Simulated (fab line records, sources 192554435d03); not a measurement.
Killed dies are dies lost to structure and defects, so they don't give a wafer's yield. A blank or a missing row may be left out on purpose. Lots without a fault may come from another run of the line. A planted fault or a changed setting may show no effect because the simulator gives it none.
fab line records | flow n5_finfet | part 1 of 2: steps 1 to 3 of 6
record lots=20 wafers=60 last_day=21
route steps=1938 shown DUMMY_REMOVAL@378 HKMG_FIN@401 GATE_CUT@466
lots that met no fault: from a run of the same line without faults
start_h: hours from the record's first day to the start of the lot's first wafer shown | wait_h: hours since the lot's step before | " the same as in the row above | L1.1+2: a row that stands for several wafers | - no value, or no start given | * or withheld: withheld | < > ~ a bound
route shown NAME@n: a module of which the file shows steps, and the number in the route of the first | usual: mean/standard deviation of fault-free wafers | same: alike in all rows | chamber/n: place in a boat | sites: the reading at each site | _std_site: their standard deviation | _edge_site: outer sites' mean less inner sites' | radius_mm: how far each site lies from the wafer's centre | mask NAME#n: copy n | behind: the tool/chamber that last shaped the wafer | hold: why the lot was held/for how many hours/how that ended | device: the transistor (n, p or np) that didn't switch | end of line: the same wafers' tests at the end of the route | a step without rows: its recipe alone | killed: dies lost to structure and defects at the first sort, not the wafer's yield | map: a wafer's dies, x killed, . not, _ none there
set.NAME: the setting as run; set.NAME@STEP: as run at that earlier step | model.NAME: the simulator's own value behind a step, which no gauge read
steps of the route over a sample of lots; a table a step, a row a wafer
services: from which hour (start_h, from the record's first day; less than 0 if before it) a tool's chamber was out of use, for how many hours, and why
## steps
# step N5_DUMMY_REMOVAL_STRIP_10
# recipe chemistry=N2/H2 time_s=40 power_w=100 temp_c=40 pressure_mtorr=100 rf_frequency_hz=6e+07 bias_power_w=3 n2_flow_sccm=300 h2_flow_sccm=300
# usual chamber_pressure_mTorr=99.98/0.088 drypump_motor_current_A=5.6/0.45 oes_product_au=0.77/0.062 rf_vpp_V=45.4/0.76 showerhead_plenum_p_Torr=3.40/0.13 throttle_valve_pct=12.32/0.27
# columns lot.wafer tool chamber start_h wait_h chamber_pressure_mTorr drypump_motor_current_A oes_product_au rf_hours_counter_h rf_vpp_V showerhead_plenum_p_Torr throttle_valve_pct
L074.1 rie_diel-06 2 68.29 0.0 100.01 5.5 0.74 186 44.8 3.34 12.12
L074.4 " 3 " " 100.01 6.1 0.68 234 44.9 3.46 12.49
L074.6 " 2 " " 100.13 5.5 0.74 - 46.2 3.34 12.14
L075.2 rie_diel-02 3 74.17 0.0 99.87 5.7 0.89 51 44.8 3.34 12.58
L075.3 " 1 " " 100.15 6.5 0.85 55 46.2 3.56 11.95
L075.4 " 0 " " 100.02 4.9 0.72 206 46.1 3.19 12.67
L076.2 rie_diel-06 0 81.26 0.0 100.14 5.8 0.82 98 44.4 3.43 12.41
L076.4 " 1 " " 100.01 5.6 0.85 50 45.8 3.54 11.70
L076.6 " 3 " " 99.92 6.1 0.68 - 45.9 3.46 12.49
L077.2 rie_diel-05 2 86.29 0.0 99.88 6.1 0.81 100 45.5 3.58 12.28
L077.3 " 3 " " 100.05 5.8 0.74 146 44.9 3.25 12.16
L077.5 " 1 " " 100.04 5.5 0.73 - 44.7 3.52 12.43
L079.4 rie_diel-05 3 101.92 0.0 99.96 5.8 0.74 149 45.0 3.25 12.15
L079.5 " 2 " " 99.99 6.1 0.80 - 45.2 3.57 12.29
L079.6 " 1 " " 99.88 5.5 0.74 - 45.4 3.51 12.44
L080.2 rie_diel-02 0 107.04 0.0 100.05 4.9 0.71 213 44.2 3.19 12.69
L080.4 " 1 " " 99.86 6.4 0.84 61 46.0 3.56 11.94
L080.5 " 0 " " 100.06 4.9 0.71 - 44.3 3.19 12.68
L081.3 rie_diel-02 0 112.19 0.0 99.99 4.9 0.71 214 44.1 3.19 12.71
L081.5 " 3 " " 100.03 5.7 0.88 - 45.0 3.33 12.61
L081.6 " 0 " " 100.05 4.9 0.71 - 45.5 3.19 12.68
L082.3 rie_diel-06 2 115.44 0.0 100.01 5.5 0.74 195 44.9 3.34 12.16
L082.4 " 3 " " 99.96 6.1 0.67 243 45.6 3.45 12.51
L082.6 " 3 " " 100.06 6.1 0.68 - 44.8 3.45 12.51
L083.2 rie_diel-02 0 121.57 0.0 99.87 4.8 0.71 216 45.1 3.19 12.70
L083.3 " 2 " " 99.96 5.1 0.74 198 45.5 3.48 12.33
L083.6 " 0 " " 99.96 4.9 0.72 - 45.9 3.19 12.68
L085.2 rie_diel-06 2 137.95 0.0 99.94 5.6 0.73 199 45.0 3.33 12.16
L085.3 " 1 " " 99.87 5.6 0.84 61 45.1 3.54 11.74
L085.4 " 3 " " 100.15 6.1 0.66 247 44.5 3.45 12.54
L086.2 rie_diel-06 2 142.06 0.0 99.94 5.5 0.72 200 44.7 3.33 12.18
L086.3 " 0 " " 99.99 5.8 0.81 111 44.8 3.42 12.43
L086.4 " 1 " " 100.00 5.6 0.83 - 45.2 3.54 11.73
L087.1 rie_diel-02 2 145.59 0.0 99.90 5.1 0.73 203 45.9 3.48 12.34
L087.2 " 0 " " 100.02 4.8 0.70 222 45.4 3.18 12.71
L087.6 " 3 " " 99.97 5.7 0.86 - 44.8 3.33 12.63
L088.2 rie_diel-06 2 151.83 0.0 100.19 5.5 0.72 203 45.6 3.33 12.19
L088.5 " 2 " " 100.03 5.5 0.71 - 46.3 3.33 12.18
L088.6 " 1 " " 99.90 5.6 0.83 - 46.4 3.53 11.74
L089.1 rie_diel-02 3 158.40 0.0 100.02 5.7 0.87 68 45.1 3.33 12.64
L089.2 " 2 " " 99.96 5.0 0.73 206 45.0 3.48 12.35
L089.4 " 0 " " 99.95 4.8 0.71 227 44.8 3.18 12.72
L091.3 rie_diel-05 0 171.72 0.0 99.92 5.0 0.73 165 46.3 3.23 12.28
L091.4 " 1 " " 99.88 5.6 0.72 194 45.2 3.51 12.46
L091.5 " 2 " " 100.13 6.2 0.79 - 46.5 3.57 12.31
L092.2 rie_diel-06 0 179.03 0.0 100.06 5.8 0.79 128 45.1 3.41 12.47
L092.3 " 2 " " 100.07 5.5 0.71 217 45.8 3.32 12.21
L092.5 " 0 " " 99.95 5.8 0.79 - 43.8 3.41 12.48
L093.2 rie_diel-05 3 183.19 0.0 100.06 5.8 0.72 169 46.5 3.24 12.20
L093.3 " 0 " " 99.97 5.0 0.72 172 45.6 3.22 12.28
L093.6 " 1 " " 100.07 5.6 0.72 - 45.7 3.50 12.49
L094.2 rie_diel-05 0 194.89 0.0 99.96 5.0 0.72 178 44.1 3.22 12.29
L094.3 " 3 " " 100.12 5.8 0.72 170 45.1 3.24 12.22
L094.4 " 2 " " 99.78 6.2 0.77 130 46.0 3.56 12.35
L095.1 rie_diel-02 0 198.19 0.0 100.02 4.9 0.70 237 44.3 3.17 12.75
L095.2 " 3 " " 99.93 5.7 0.86 79 43.8 3.32 12.64
L095.6 " 3 " " 99.95 5.7 0.85 - 44.7 3.32 12.65
L097.4 rie_diel-02 1 209.49 0.0 100.10 6.4 0.82 85 45.3 3.54 11.99
L097.5 " 2 " " 99.90 5.1 0.73 - 43.9 3.47 12.36
L097.6 " 1 " " 100.01 6.4 0.82 - 44.9 3.54 12.02
# step N5_HKMG_FIN_DESCUM_53
# recipe chemistry=O2 time_s=7.9 source_power_w=50 bias_power_w=20 pressure_mtorr=20 rf_frequency_hz=2.712e+07 temp_c=40 resist=CAR-ArF o2_flow_sccm=225
# usual chamber_pressure_mTorr=20.002/0.019 drypump_motor_current_A=5.67/0.2 oes_product_au=0.77/0.073 rf_vpp_V=243.3/1.4 showerhead_plenum_p_Torr=2.09/0.067 throttle_valve_pct=20.47/0.24
# columns lot.wafer tool chamber start_h wait_h chamber_pressure_mTorr drypump_motor_current_A oes_product_au rf_hours_counter_h rf_vpp_V showerhead_plenum_p_Torr throttle_valve_pct
L074.1 rie_diel-03 2 69.91 0.0 19.995 5.98 0.78 135 245.9 2.17 20.35
L074.4 " 3 " " 20.032 5.67 0.83 - 243.4 1.98 20.05
L074.6 " 2 " " 20.008 6.00 0.78 - 244.6 2.17 20.36
L075.2 rie_diel-01 1 75.81 0.1 20.018 5.55 0.90 33 244.6 2.19 20.24
L075.3 " 0 " " 20.022 5.74 0.87 57 240.7 2.03 20.22
L075.4 " 3 " " 19.965 5.86 0.70 214 242.6 2.05 20.19
L076.2 rie_diel-03 0 82.81 0.0 20.021 5.54 0.73 168 243.7 2.10 20.53
L076.4 " 0 " " 19.975 5.54 0.73 - 243.4 2.10 20.53
L076.6 " 2 " " 19.977 5.93 0.76 - 244.6 2.17 20.36
L077.2 rie_diel-01 2 87.90 0.0 19.992 5.63 0.78 130 242.5 2.09 20.75
L077.3 " 3 " " 20.045 5.85 0.69 218 242.7 2.05 20.20
L077.5 " 2 " " 19.964 5.63 0.78 - 242.8 2.09 20.73
L079.4 rie_diel-03 1 103.56 0.1 19.991 5.77 0.81 - 243.3 2.03 20.65
L079.5 " 2 " " 20.018 5.96 0.76 - 243.6 2.17 20.37
L079.6 " 0 " " 20.030 5.53 0.73 - 242.6 2.09 20.54
L080.2 rie_diel-04 2 108.59 0.0 20.033 5.39 0.70 210 244.1 2.17 20.44
L080.4 " 0 " " 19.990 5.85 0.69 245 243.3 2.08 20.95
L080.5 " 2 " " 20.003 5.42 0.69 - 245.1 2.17 20.46
L081.3 rie_diel-03 1 113.63 0.0 19.991 5.77 0.81 88 243.3 2.03 20.66
L081.5 " 1 " " 19.995 5.76 0.81 - 242.8 2.03 20.67
L081.6 " 2 " " 19.983 5.98 0.76 - 244.3 2.17 20.37
L082.3 rie_diel-01 2 117.33 0.3 19.988 5.65 0.77 137 243.3 2.09 20.74
L082.4 " 3 " " 19.993 5.82 0.68 224 242.8 2.05 20.20
L082.6 " 2 " " 19.996 5.62 0.77 - 243.2 2.09 20.74
L083.2 rie_diel-01 2 123.00 0.0 19.979 5.66 0.76 139 242.8 2.09 20.77
L083.3 " 3 " " 19.984 5.83 0.69 225 243.6 2.04 20.21
L083.6 " 2 " " 20.009 5.63 0.77 - 243.0 2.09 20.75
L085.2 rie_diel-01 1 139.78 0.3 20.008 5.55 0.88 48 244.5 2.19 20.26
L085.3 " 2 " " 20.019 5.63 0.77 143 242.6 2.09 20.77
L085.4 " 0 " " 20.006 5.73 0.87 71 241.9 2.02 20.25
L086.2 rie_diel-04 3 143.91 0.3 19.976 5.23 0.76 151 244.7 2.19 20.81
L086.3 " 2 " " 20.005 5.41 0.69 222 245.7 2.16 20.46
L086.4 " 1 " " 20.014 5.89 0.68 - 241.6 2.06 20.73
L087.1 rie_diel-03 2 147.35 0.0 20.024 5.96 0.75 156 245.1 2.17 20.39
L087.2 " 1 " " 20.023 5.81 0.79 97 243.2 2.03 20.68
L087.6 " 3 " " 20.017 5.67 0.80 - 241.9 1.98 20.06
L088.2 rie_diel-03 0 153.60 0.0 19.991 5.48 0.70 189 242.6 2.09 20.55
L088.5 " 1 " " 20.001 5.79 0.79 - 242.0 2.03 20.68
L088.6 " 0 " " 19.997 5.51 0.71 - 242.1 2.09 20.57
L089.1 rie_diel-01 0 160.28 0.3 20.015 5.74 0.85 80 241.3 2.02 20.26
L089.2 " 1 " " 19.986 5.54 0.85 58 244.2 2.18 20.27
L089.4 " 2 " " 20.025 5.63 0.75 152 243.4 2.09 20.78
L091.3 rie_diel-03 2 173.30 0.0 20.035 5.95 0.75 166 244.3 2.16 20.41
L091.4 " 1 " " 20.014 5.77 0.79 106 241.9 2.03 20.69
L091.5 " 3 " " 20.053 5.68 0.80 - 242.5 1.98 20.09
L092.2 rie_diel-03 3 180.69 0.0 19.996 5.62 0.78 126 242.6 1.98 20.09
L092.3 " 2 " " 19.970 5.97 0.74 169 246.1 2.16 20.39
L092.5 " 3 " " 19.996 5.61 0.78 - 241.9 1.98 20.09
L093.2 rie_diel-01 1 184.74 0.0 20.004 5.57 0.84 67 245.0 2.18 20.29
L093.3 " 0 " " 19.984 5.78 0.83 90 241.8 2.02 20.28
L093.6 " 2 " " 20.003 5.62 0.74 - 243.6 2.08 20.78
L094.2 rie_diel-04 3 196.64 0.0 19.997 5.24 0.74 173 245.6 2.18 20.86
L094.3 " 2 " " 20.016 5.42 0.68 244 244.4 2.15 20.50
L094.4 " 1 " " 19.998 5.88 0.96 8 242.8 2.06 20.20
L095.1 rie_diel-03 2 199.70 0.0 20.004 5.96 0.74 176 245.8 2.16 20.41
L095.2 " 0 " " 19.960 5.52 0.69 208 242.1 2.08 20.58
L095.6 " 0 " " 20.029 5.53 0.69 - 242.6 2.08 20.59
L097.4 rie_diel-03 1 211.04 0.0 19.999 5.78 0.78 122 240.7 2.02 20.71
L097.5 " 1 " " 20.013 5.79 0.78 - 242.8 2.02 20.70
L097.6 " 0 " " 20.002 5.52 0.70 - 242.4 2.08 20.58
# step N5_HKMG_FIN_ETCH_67
# recipe chemistry=N2/H2 target=SOC target_depth_a=3889 stop_on=TiN ion_energy_ev=100 bias_w=61 pressure_mtorr=30 source_w=850 n2_flow_sccm=200 h2_flow_sccm=200
# usual bias_w=61.00/0.21 chamber_pressure_mTorr=29.999/0.027 drypump_motor_current_A=5.68/0.22 oes_product_au=0.75/0.059 rf_vpp_V=240.9/1.3 showerhead_plenum_p_Torr=2.55/0.086 throttle_valve_pct=17.93/0.21
# columns lot.wafer tool chamber start_h wait_h bias_w chamber_pressure_mTorr drypump_motor_current_A oes_product_au rf_hours_counter_h rf_vpp_V showerhead_plenum_p_Torr throttle_valve_pct
L074.1 rie_diel-04 0 75.71 - 60.75 30.017 5.85 0.70 239 240.3 2.49 18.09
L074.4 " 1 " " 61.18 29.952 5.93 0.70 232 239.0 2.52 18.14
L074.6 " 2 " " 61.10 30.051 5.42 0.70 - 241.6 2.65 17.99
L075.2 rie_diel-01 1 81.59 - 60.48 29.952 5.56 0.88 34 241.9 2.70 17.81
L075.3 " 0 " " 60.86 30.027 5.75 0.86 58 239.8 2.48 17.69
L075.4 " 2 " " 60.87 30.015 5.63 0.76 128 241.1 2.56 18.25
L076.2 rie_diel-03 1 88.64 - 61.12 30.039 5.79 0.82 79 239.0 2.46 17.85
L076.4 " 2 " " 61.18 30.036 5.99 0.75 - 243.5 2.65 17.76
L076.6 " 0 " " 60.58 30.026 5.55 0.73 - 240.1 2.51 17.67
L077.2 rie_diel-03 2 93.74 - 60.85 30.007 6.00 0.75 144 242.3 2.65 17.79
L077.3 " 1 " " 61.19 29.972 5.80 0.82 82 237.6 2.45 17.88
L077.5 " 0 " " 60.91 29.980 5.54 0.72 - 242.3 2.51 17.68
L079.4 rie_diel-03 0 109.73 - 61.34 30.024 5.54 0.72 - 240.0 2.51 17.68
L079.5 " 2 " " 61.12 29.973 6.01 0.74 - 242.0 2.65 17.80
L079.6 " 1 " " 61.27 30.004 5.80 0.81 - 239.4 2.45 17.87
L080.2 rie_diel-04 2 114.46 - 61.19 29.966 5.43 0.70 212 241.6 2.64 18.02
L080.4 " 0 " " 60.98 29.995 5.88 0.69 246 240.9 2.49 18.10
L080.5 " 3 " " 61.16 30.039 5.26 0.75 - 242.4 2.66 18.16
L081.3 rie_diel-04 0 119.62 - 61.07 30.018 5.86 0.69 248 241.3 2.49 18.10
L081.5 " 2 " " 61.11 29.979 5.40 0.70 - 242.6 2.64 18.01
L081.6 " 3 " " 60.98 30.015 5.22 0.75 - 241.4 2.66 18.17
L082.3 rie_diel-04 0 122.97 - 61.20 29.990 5.89 0.69 249 242.2 2.49 18.10
L082.4 " 3 " " 61.10 30.025 5.25 0.74 144 243.0 2.66 18.18
L082.6 " 1 " " 61.09 29.931 5.92 0.69 - 239.4 2.51 18.16
L083.2 rie_diel-04 2 128.76 - 60.85 30.000 5.42 0.70 216 241.7 2.64 18.01
L083.3 " 1 " " 60.85 30.010 5.97 0.69 244 239.8 2.51 18.16
L083.6 " 1 " " 61.25 30.008 5.97 0.69 - 239.5 2.51 18.17
L085.2 rie_diel-04 1 145.93 - 61.14 29.989 5.94 0.68 251 240.8 2.51 18.17
L085.3 " 3 " " 60.71 29.966 5.24 0.74 153 242.5 2.65 18.19
L085.4 " 3 " " 60.65 29.995 5.26 0.74 - 242.1 2.65 18.20
L086.2 rie_diel-01 3 149.94 - 60.73 30.021 5.84 0.67 233 239.3 2.51 17.86
L086.3 " 2 " " 60.85 29.967 5.65 0.75 148 240.3 2.55 18.30
L086.4 " 0 " " 60.93 29.942 5.72 0.85 75 240.2 2.47 17.72
L087.1 rie_diel-01 0 153.11 - 60.80 30.005 5.73 0.83 76 239.3 2.47 17.73
L087.2 " 2 " " 60.81 30.012 5.63 0.74 149 241.3 2.55 18.29
L087.6 " 3 " " 60.61 30.014 5.86 0.68 - 239.7 2.51 17.84
L088.2 rie_diel-03 2 159.88 - 60.93 29.999 5.99 0.73 161 242.6 2.64 17.81
L088.5 " 0 " " 60.96 29.973 5.55 0.70 - 240.3 2.50 17.69
L088.6 " 1 " " 60.81 29.987 5.79 0.80 - 239.4 2.45 17.90
L089.1 rie_diel-01 0 166.13 - 60.49 29.968 5.76 0.83 82 238.8 2.47 17.75
L089.2 " 1 " " 61.32 29.997 5.53 0.84 60 242.6 2.68 17.86
L089.4 " 3 " " 60.87 30.001 5.87 0.67 240 242.6 2.51 17.85
L091.3 rie_diel-03 3 179.24 - 61.05 29.990 5.66 0.78 126 240.5 2.42 17.55
L091.4 " 2 " " 60.89 30.019 5.97 0.73 168 242.3 2.64 17.82
L091.5 " 2 " " 60.97 30.006 5.96 0.72 - 241.8 2.64 17.83
L092.2 rie_diel-03 3 186.51 - 60.77 30.025 5.66 0.77 129 241.3 2.42 17.55
L092.3 " 1 " " 60.90 29.995 5.80 0.79 112 238.9 2.44 17.92
L092.5 " 0 " " 60.87 29.971 5.54 0.70 - 240.2 2.50 17.73
L093.2 rie_diel-03 2 190.96 - 60.85 30.017 5.98 0.73 173 242.8 2.64 17.84
L093.3 " 1 " " 61.26 30.004 5.78 0.78 113 240.2 2.44 17.91
L093.6 " 2 " " 60.70 30.018 5.98 0.72 - 243.2 2.64 17.83
L094.2 rie_diel-01 1 202.96 - 61.35 29.985 5.54 0.83 75 242.5 2.68 17.91
L094.3 " 0 " " 61.34 29.983 5.74 0.81 97 238.2 2.46 17.76
L094.4 " 2 " " 60.92 29.963 5.65 0.73 - 241.5 2.55 18.32
L095.1 rie_diel-03 3 205.80 - 60.98 30.008 5.63 0.76 136 240.3 2.42 17.57
L095.2 " 2 " " 60.96 30.006 5.99 0.71 178 241.6 2.63 17.84
L095.6 " 2 " " 61.42 30.003 5.98 0.72 - 242.1 2.63 17.84
L097.4 rie_diel-01 0 216.85 - 61.08 30.001 5.72 0.81 105 238.9 2.46 17.78
L097.5 " 3 " " 60.80 30.015 5.86 0.98 - 239.0 2.50 17.45
L097.6 " 2 " " 61.26 30.019 5.64 0.71 - 240.2 2.54 18.35
